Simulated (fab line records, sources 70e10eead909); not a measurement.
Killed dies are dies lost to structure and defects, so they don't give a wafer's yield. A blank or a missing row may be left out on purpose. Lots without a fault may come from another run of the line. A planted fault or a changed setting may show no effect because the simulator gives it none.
fab line records | flow nand_harc
record lots=6 wafers=16 last_day=25
route steps=1159 shown P_M0@262 END@1159
lots that met no fault: from a run of the same line without faults
start_h: hours from the record's first day to the start of the lot's first wafer shown | wait_h: hours since the lot's step before | " the same as in the row above | L1.1+2: a row that stands for several wafers | - no value, or no start given | * or withheld: withheld | < > ~ a bound
route shown NAME@n: a module of which the file shows steps, and the number in the route of the first | usual: mean/standard deviation of fault-free wafers | same: alike in all rows | chamber/n: place in a boat | sites: the reading at each site | _std_site: their standard deviation | _edge_site: outer sites' mean less inner sites' | radius_mm: how far each site lies from the wafer's centre | mask NAME#n: copy n | behind: the tool/chamber that last shaped the wafer | hold: why the lot was held/for how many hours/how that ended | device: the transistor (n, p or np) that didn't switch | end of line: the same wafers' tests at the end of the route | a step without rows: its recipe alone | killed: dies lost to structure and defects at the first sort, not the wafer's yield | map: a wafer's dies, x killed, . not, _ none there
set.NAME: the setting as run; set.NAME@STEP: as run at that earlier step | model.NAME: the simulator's own value behind a step, which no gauge read
lots at some steps of the route; a table a step, a row a wafer
services: from which hour (start_h, from the record's first day; less than 0 if before it) a tool's chamber was out of use, for how many hours, and why
## steps
# step NHARC_P_M0_DEVELOP_08
# recipe develop_time_s=35 dev_temp_c=23
# step NHARC_P_M0_CD_MEAS_09
# recipe target_cd_nm=90 landing_energy_ev=500
# usual cd_nm=89.7/0.59
# columns lot.wafer tool chamber start_h wait_h cd_nm
L475.2 cd_sem-02 0 124.21 - 89.9
L475.4 " 0 " " 89.6
L475.6 " 0 " " 88.9
L476.1 cd_sem-02 0 134.84 - 89.9
L476.3 " 0 " " 89.4
L476.5 " 0 " " 89.7
L484.3 cd_sem-03 0 168.31 - 89.7
L484.6 " 0 " " 89.9
L486.3 cd_sem-01 0 191.00 - 89.0
L486.6 " 0 " " 89.4
L495.1 cd_sem-01 0 235.74 - 88.8
L495.3 " 0 " " 89.2
L495.5 " 0 " " 89.3
L497.1 cd_sem-03 0 257.40 - 89.3
L497.3 " 0 " " 89.1
L497.5 " 0 " " 89.7
# step NHARC_P_M0_OVL_MEAS_10
# recipe pitch_nm=180
# usual overlay_x_nm=0.2/1 overlay_y_nm=0.0/0.83
# columns lot.wafer tool chamber start_h wait_h overlay_x_nm overlay_y_nm
L475.2 overlay-01 - 124.30 - 0.8 0.3
L475.4 " - " " 1.4 0.9
L475.6 " - " " 0.8 0.6
L476.1 overlay-01 - 134.92 - 0.8 -0.8
L476.3 " - " " 0.8 -0.7
L476.5 " - " " 0.6 -0.9
L484.3 overlay-02 - 168.39 - 1.0 0.2
L484.6 " - " " 1.1 0.4
L486.3 overlay-02 - 191.10 - -0.2 0.8
L486.6 " - " " 0.3 0.6
L495.1 overlay-02 - 235.83 - -0.2 -0.7
L495.3 " - " " 0.0 0.0
L495.5 " - " " 0.1 -0.7
L497.1 overlay-01 - 257.49 - 1.0 -2.1
L497.3 " - " " 0.8 -1.9
L497.5 " - " " 1.1 -1.5
# step NHARC_P_M0_INSPECT_11
# usual raw_defect_count=3.4/2
# columns lot.wafer tool chamber start_h wait_h raw_defect_count
L475.2 defect_inspect-02 - 124.34 0.0 2
L475.4 " - " " 6
L475.6 " - " " 7
L476.1 defect_inspect-02 - 134.96 0.0 1
L476.3 " - " " 4
L476.5 " - " " 4
L484.3 defect_inspect-02 - 168.43 0.0 1
L484.6 " - " " 1
L486.3 defect_inspect-01 - 191.14 0.0 4
L486.6 " - " " 4
L495.1 defect_inspect-01 - 235.87 0.0 3
L495.3 " - " " 9
L495.5 " - " " 7
L497.1 defect_inspect-02 - 257.52 0.0 5
L497.3 " - " " 2
L497.5 " - " " 7
# step NHARC_P_M0_DESCUM_14
# recipe time_s=3 o2_flow_sccm=200 ar_flow_sccm=0 bias_power_w=0 chemistry=O2
# step NHARC_P_M0_ETCH_34
# recipe target_depth_a=400 overetch_a=120 time_s=43.94 ion_energy_ev=200 n2_flow_sccm=150 h2_flow_sccm=150 ar_flow_sccm=0 rf_w=400 bias_w=150 chemistry=N2/H2
# usual drypump_motor_current_A=5.9/0.41 oes_product_au=1.000/0.0095 rf_vpp_V=431.1/2.6 showerhead_plenum_p_Torr=2.06/0.094 throttle_valve_pct=14.170/0.0093
# columns lot.wafer tool chamber start_h wait_h drypump_motor_current_A oes_product_au rf_hours_counter_h rf_vpp_V showerhead_plenum_p_Torr throttle_valve_pct
L475.2 rie_diel-06 0 124.49 0.1 6.5 1.009 4 433.0 2.09 14.171
L475.4 " 1 " " 5.9 1.010 4 427.1 1.92 14.175
L475.6 " 2 " " 5.8 1.000 - 429.8 1.99 14.167
L476.1 rie_diel-05 0 135.11 0.1 5.5 0.995 9 431.2 2.08 14.189
L476.3 " 3 " " 6.1 1.007 9 430.2 2.05 14.163
L476.5 " 0 " " 5.4 1.003 - 432.3 2.08 14.158
L484.3 rie_diel-07 2 168.58 0.1 6.4 1.000 8 426.0 1.91 14.179
L484.6 " 1 " " 5.5 1.007 - 433.6 2.18 14.168
L486.3 rie_diel-06 3 191.32 0.1 5.6 1.002 11 432.7 2.15 14.165
L486.6 " 3 " " 5.7 0.996 - 434.7 2.15 14.178
L495.1 rie_diel-06 3 236.02 0.1 5.6 0.999 14 434.3 2.15 14.157
L495.3 " 1 " " 5.9 1.002 12 426.7 1.92 14.181
L495.5 " 3 " " 5.6 0.999 - 432.9 2.15 14.170
L497.3 rie_diel-05 1 257.67 0.1 5.5 0.999 6 433.2 2.13 14.179
L497.1 " 2 " " 5.2 0.987 7 433.7 2.15 14.168
L497.5 " 2 " " 5.2 1.003 - 434.0 2.15 14.168
# step NHARC_P_M0_ETCH_15
# recipe target_depth_a=1500 overetch_a=150 time_s=82.5 c4f8_flow_sccm=withheld ar_flow_sccm=400 rf_w=600 bias_w=300 chemistry=C4F8/Ar
# step NHARC_P_M0_CD_MEAS_16
# usual cd_nm=89.7/0.82
# columns lot.wafer tool chamber start_h wait_h cd_nm
L475.2 cd_sem-01 - 124.70 - 89.6
L475.4 " - " " 89.7
L475.6 " - " " 88.3
L476.1 cd_sem-01 - 135.33 - 90.6
L476.3 " - " " 89.2
L476.5 " - " " 89.5
L484.3 cd_sem-02 - 168.79 - 90.4
L484.6 " - " " 90.7
L486.3 cd_sem-02 - 191.55 - 88.4
L486.6 " - " " 88.7
L495.1 cd_sem-02 - 236.23 - 88.5
L495.3 " - " " 88.9
L495.5 " - " " 88.6
L497.1 cd_sem-03 - 257.88 - 90.6
L497.3 " - " " 88.9
L497.5 " - " " 89.2
# step NHARC_P_M0_STRIP_18
# recipe power_w=1000 n2_flow_sccm=150 h2_flow_sccm=150 ar_flow_sccm=0 bias_w=0 chemistry=N2/H2
# usual drypump_motor_current_A=6.0/0.43 oes_product_au=1.001/0.0087 power_w=999/3.1 rf_vpp_V=90.8/1 showerhead_plenum_p_Torr=2.06/0.093 throttle_valve_pct=14.170/0.0084
# columns lot.wafer tool chamber start_h wait_h drypump_motor_current_A oes_product_au power_w rf_hours_counter_h rf_vpp_V showerhead_plenum_p_Torr throttle_valve_pct
L475.2 rie_diel-05 3 124.77 0.1 6.1 1.004 1006 9 90.4 2.05 14.178
L475.4 " 3 " " 6.1 1.011 1001 - 89.9 2.05 14.147
L475.6 " 1 " " 5.5 0.999 998 - 91.6 2.14 14.160
L476.3 rie_diel-07 1 135.40 0.1 5.5 1.008 999 5 92.7 2.18 14.177
L476.1 " 3 " " 6.5 0.996 998 6 92.0 2.06 14.167
L476.5 " 2 " " 6.4 0.998 996 - 89.0 1.91 14.162
L484.3 rie_diel-06 3 168.93 0.1 5.7 0.991 998 8 90.9 2.15 14.170
L484.6 " 0 " " 6.5 0.999 1005 - 90.9 2.09 14.158
L486.3 rie_diel-05 2 191.67 0.1 5.2 0.992 992 2 90.5 2.15 14.170
L486.6 " 1 " " 5.5 1.000 999 - 91.5 2.14 14.183
L495.3 rie_diel-06 2 236.32 0.1 5.7 0.981 1002 10 89.5 1.99 14.177
L495.1 " 1 " " 5.9 1.007 1005 13 90.1 1.92 14.168
L495.5 " 2 " " 5.8 0.984 1000 - 90.3 1.99 14.164
L497.1 rie_diel-06 3 258.01 0.1 5.7 1.004 1000 0 91.4 2.15 14.185
L497.3 " 0 " " 6.5 0.991 997 0 91.4 2.09 14.172
L497.5 " 1 " " 5.9 1.005 1002 - 90.9 1.92 14.156
# step NHARC_P_M0_STRIP_19
# recipe time_s=600 temp_c=30 chemistry=post_etch_residue_remover
# step NHARC_P_M0_DEGAS_28
# recipe temp_c=250 time_s=60
# usual heater_power_w=337/38
# columns lot.wafer tool chamber start_h wait_h heater_power_w
L475.2 pvd_sputter-03 - 125.37 - 336
L475.4 " - " " 314
L475.6 " - " " 291
L476.1 pvd_sputter-02 - 135.95 - 342
L476.3 " - " " 316
L476.5 " - " " 324
L484.3 pvd_sputter-02 - 169.47 - 313
L484.6 " - " " 343
L486.3 pvd_sputter-02 - 192.18 - 429
L486.6 " - " " 342
L495.3 pvd_sputter-03 - 236.89 - 287
L495.1 " - " " 314
L495.5 " - " " 348
L497.1 pvd_sputter-01 - 258.51 - 342
L497.3 " - " " 337
L497.5 " - " " 355
# step NHARC_P_M0_PRE_CLEAN_29
# recipe time_s=30 temp_c=280 gas=H2/He
# usual heater_power_w=410/44
# columns lot.wafer tool chamber start_h wait_h heater_power_w
L475.2 pvd_sputter-03 - - - 387
L475.4 " - " " 372
L475.6 " - " " 414
L476.1 pvd_sputter-02 - - - 389
L476.3 " - " " 435
L476.5 " - " " 423
L484.3 pvd_sputter-02 - - - 393
L484.6 " - " " 517
L486.3 pvd_sputter-02 - - - 419
L486.6 " - " " 429
L495.1 pvd_sputter-03 - - - 381
L495.3 " - " " 370
L495.5 " - " " 350
L497.3 pvd_sputter-01 - - - 411
L497.1 " - " " 423
L497.5 " - " " 418
# step NHARC_P_M0_PVD_20
# recipe target_thk_a=50 bias_v=168.6 power_w=15000 chamber_pressure_pa=0.12 time_s=8.06 substrate_temp_c=50 material=TaN
# usual throttle_valve_pct=30.5/1.2 time_s=8.06/0
# columns lot.wafer tool chamber start_h wait_h throttle_valve_pct time_s
L475.4 pvd_sputter-03 - 125.51 - 29.8 8.06
L475.2 " - " " 29.8 8.06
L475.6 " - " " 30.6 8.06
L476.1 pvd_sputter-02 - 136.07 - 31.8 8.06
L476.3 " - " " 28.4 8.06
L476.5 " - " " 29.6 8.06
L484.3 pvd_sputter-02 - 169.60 - 29.7 8.06
L484.6 " - " " 29.7 9.5988
L486.3 pvd_sputter-02 - 192.28 - 28.6 8.06
L486.6 " - " " 29.7 9.5988
L495.3 pvd_sputter-03 - 236.99 - 30.8 8.06
L495.1 " - " " 32.8 8.06
L495.5 " - " " 30.5 8.06
L497.1 pvd_sputter-01 - 258.63 - 29.8 8.06
L497.3 " - " " 31.7 8.06
L497.5 " - " " 30.0 8.06
# step NHARC_P_M0_PVD_21
# recipe target_thk_a=300 chamber_pressure_pa=5 power_w=5000 substrate_temp_c=30 time_s=20.49 material=Cu
# usual throttle_valve_pct=30.6/1.2 time_s=20.49/0
# columns lot.wafer tool chamber start_h wait_h throttle_valve_pct time_s
L475.4 pvd_sputter-03 - - - 32.8 20.49
L475.2 " - " " 30.0 20.49
L475.6 " - " " 30.9 20.49
L476.3 pvd_sputter-02 - - - 29.9 20.49
L476.1 " - " " 28.7 20.49
L476.5 " - " " 30.0 20.49
L484.3 pvd_sputter-02 - - - 29.7 20.49
L484.6 " - " " 29.5 20.49
L486.3 pvd_sputter-02 - - - 28.5 20.49
L486.6 " - " " 31.6 20.49
L495.1 pvd_sputter-03 - - - 30.8 20.49
L495.3 " - " " 30.1 20.49
L495.5 " - " " 32.9 20.49
L497.1 pvd_sputter-01 - - - 31.3 20.49
L497.3 " - " " 31.3 20.49
L497.5 " - " " 31.4 20.49
# step NHARC_END_SORT_01
# recipe temp_c=25
# usual defect_limited_yield=95.6/1.6 killed_at_array=26/10 killed_at_other=0.8/1.1 killed_at_periphery=3.3/2.6 killed_dies=30/11 killed_open=3.4/1.8 killed_short=2.0/1.3 sort_bin_2_pct=1.4/0.6 sort_bin_3_pct=0.22/0.19 sort_bin_4_pct=2.8/1.1 sort_n_pass=647/11 sort_rim_yield_pct=95.8/3 sort_yield_pct=95.6/1.6
# same gross_dies=677 sort_bin_5_pct[%]=0 sort_bin_6_pct[%]=0 sort_bin_7_pct[%]=0 sort_bin_8_pct[%]=0 sort_rim_n_gross=106.00
# columns lot.wafer tool chamber start_h wait_h defect_limited_yield[%] killed_at_array killed_at_other killed_at_periphery killed_dies killed_open killed_short sort_bin_2_pct[%] sort_bin_3_pct[%] sort_bin_4_pct[%] sort_n_pass sort_rim_yield_pct[%] sort_yield_pct[%]
L475.2 prober-02 0 449.75 2.8 98.2 12 0 0 12 3 1 0.3 0.15 1.3 665 98.1 98.2
L475.4 prober-02 0 451.36 3.4 97.6 10 0 6 16 4 2 0.6 0 1.8 661 98.1 97.6
L475.6 prober-02 0 452.98 4.0 96.6 17 0 6 23 4 2 1.3 0.15 1.9 654 97.2 96.6
L476.1 prober-01 0 456.53 2.5 96.8 19 0 3 22 4 7 1.0 0 2.2 655 98.1 96.8
L476.3 prober-01 0 458.09 3.1 97.0 19 0 1 20 5 1 1.2 0.15 1.6 657 99.1 97.0
L476.5 prober-01 0 459.64 3.6 97.6 12 0 4 16 2 3 0.3 0 2.1 661 99.1 97.6
L484.3 prober-01 0 508.40 3.1 94.8 33 0 2 35 2 0 1.8 0 3.4 642 93.4 94.8
L484.6 prober-01 0 510.79 4.0 94.1 40 0 0 40 2 2 1.8 0.15 4.0 637 91.5 94.1
L497.1 prober-02 0 592.74 2.5 91.9 48 2 5 55 4 1 2.1 0.30 5.8 622 97.2 91.9
L497.3 prober-02 0 594.32 3.1 92.6 45 2 3 50 2 3 2.7 0.74 4.0 627 97.2 92.6
L497.5 prober-02 0 595.90 3.7 92.8 42 0 7 49 2 2 2.7 0.59 4.0 628 99.1 92.8
# killed by level:class
L475.2 A_STAIRCASE:chamber_film_flake=4 A_CONTACT:geometric_particle:open=2 A_WL_FILL:geometric_particle:short=1 A_M0:geometric_particle:open=1 A_ZERO_WELL:chamber_film_flake=1 A_CHANNEL_HOLE_D1:chamber_film_flake=1 A_CHANNEL_FILL_D1:chamber_film_flake=1 A_CONTACT:chamber_film_flake=1
L475.4 A_CHANNEL_HOLE_D1:chamber_film_flake=3 P_M0:geometric_particle:open=2 P_STI:chamber_film_flake=2 A_CONTACT:chamber_film_flake=2 P_CONTACT:geometric_particle:open=1 P_M0:geometric_particle:short=1 A_ONON_D1:geometric_particle:open=1 A_CHANNEL_FILL_D1:geometric_particle:short=1
L475.6 A_STAIRCASE:chamber_film_flake=8 A_ZERO_WELL:chamber_film_flake=5 P_M0:geometric_particle:open=2 P_STI:chamber_film_flake=2 P_M0:geometric_particle:short=1 A_SOURCE_PLATE:geometric_particle:short=1 A_CONTACT:geometric_particle:open=1 A_M0:geometric_particle:open=1
L476.1 A_CHANNEL_HOLE_D1:chamber_film_flake=4 A_STAIRCASE:chamber_film_flake=4 P_M0:geometric_particle:open=2 A_WL_FILL:geometric_particle:short=2 P_M1:geometric_particle:open=1 A_SOURCE_PLATE:geometric_particle:short=1 A_CHANNEL_HOLE_D1:geometric_particle:short=1 A_CHANNEL_FILL_D1:geometric_particle:short=1
L476.3 A_STAIRCASE:chamber_film_flake=5 A_CHANNEL_HOLE_D1:chamber_film_flake=4 A_SOURCE_PLATE:geometric_particle:open=2 A_ZERO_WELL:chamber_film_flake=2 A_SGD_CUT:geometric_particle:open=1 A_WL_FILL:geometric_particle:short=1 A_CONTACT:geometric_particle:open=1 A_M0:geometric_particle:open=1
L476.5 A_WL_FILL:geometric_particle:short=2 A_BLC:chamber_film_flake=2 P_GATE:chamber_film_flake=2 A_STAIRCASE:chamber_film_flake=2 P_CONTACT:geometric_particle:open=1 A_SOURCE_PLATE:geometric_particle:open=1 A_ONON_D1:geometric_particle:short=1 P_ZERO_WELL:chamber_film_flake=1
L484.3 A_CHANNEL_HOLE_D1:chamber_film_flake=12 A_SLIT:chamber_film_flake=12 A_STAIRCASE:chamber_film_flake=6 P_M0:geometric_particle:open=1 A_SGD_CUT:geometric_particle:open=1 P_GATE:chamber_film_flake=1 A_ZERO_WELL:chamber_film_flake=1 A_CONTACT:chamber_film_flake=1
L484.6 A_CHANNEL_HOLE_D1:chamber_film_flake=11 A_SLIT:chamber_film_flake=11 A_STAIRCASE:chamber_film_flake=7 A_CONTACT:chamber_film_flake=4 A_ZERO_WELL:chamber_film_flake=2 A_ONON_D1:geometric_particle:open=1 A_ONON_D1:geometric_particle:short=1 A_CHANNEL_FILL_D1:geometric_particle:short=1
L497.1 A_SLIT:chamber_film_flake=31 A_CHANNEL_HOLE_D1:chamber_film_flake=12 A_STAIRCASE:chamber_film_flake=3 P_GATE:chamber_film_flake=2 THIN_TSV:chamber_film_flake=2 P_ZERO_WELL:geometric_particle:open=1 P_CONTACT:geometric_particle:open=1 P_CONTACT:geometric_particle:short=1
L497.3 A_SLIT:chamber_film_flake=18 A_CHANNEL_HOLE_D1:chamber_film_flake=15 A_CONTACT:chamber_film_flake=7 A_WL_FILL:geometric_particle:short=2 THIN_TSV:chamber_film_flake=2 P_M0:geometric_particle:short=1 A_SOURCE_PLATE:geometric_particle:open=1 P_GATE:chamber_film_flake=1
L497.5 A_SLIT:chamber_film_flake=21 A_CHANNEL_HOLE_D1:chamber_film_flake=12 P_GATE:chamber_film_flake=3 P_M0:chamber_film_flake=3 A_CONTACT:chamber_film_flake=3 A_CHANNEL_FILL_D1:geometric_particle:open=1 A_CONTACT:geometric_particle:short=1 A_CONTACT:geometric_particle:open=1
## services
# columns tool chamber start_h hours kind
pvd_sputter-03 - 102.09 10.0 pm
rie_diel-06 2 112.17 4.8 repair
rie_diel-06 0 122.20 - clean
rie_diel-06 1 122.20 - clean
rie_diel-06 2 122.20 - clean
rie_diel-06 3 122.20 - clean
rie_diel-05 0 123.67 6.2 repair
pvd_sputter-02 - 124.20 8.7 repair
rie_diel-07 - 129.04 0.4 repair
rie_diel-06 0 131.18 1.4 repair
rie_diel-05 3 139.54 5.4 repair
rie_diel-06 0 146.70 - clean
rie_diel-06 1 146.70 - clean
rie_diel-06 2 146.70 - clean
pvd_sputter-01 - 158.00 10.0 pm
rie_diel-06 2 163.06 29.0 repair
rie_diel-05 - 163.65 9.0 pm
rie_diel-06 0 173.29 8.7 repair
rie_diel-05 1 207.39 11.3 repair
pvd_sputter-02 - 214.00 10.0 pm
pvd_sputter-01 - 214.43 1.0 repair
pvd_sputter-03 - 220.80 4.7 repair
rie_diel-07 - 228.24 9.0 pm
rie_diel-06 - 241.20 9.0 pm
## key
first_sign step=NHARC_P_M0_PVD_20 reading=time_s direction=up sigmas=99+ usual=* struck=*
effect none on later readings
met_at NHARC_P_M0_PVD_20
struck_wafers L484.6,L486.6
onset_between 136.07 169.60
fault kind=process_parameter_drift tool=pvd_sputter-02 chamber=- onset_h=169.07 steps=NHARC_P_M0_PVD_20 channel=time_s offset=* shape=step end_h=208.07 scope=struck_wafers_only acts_in=* stated=*
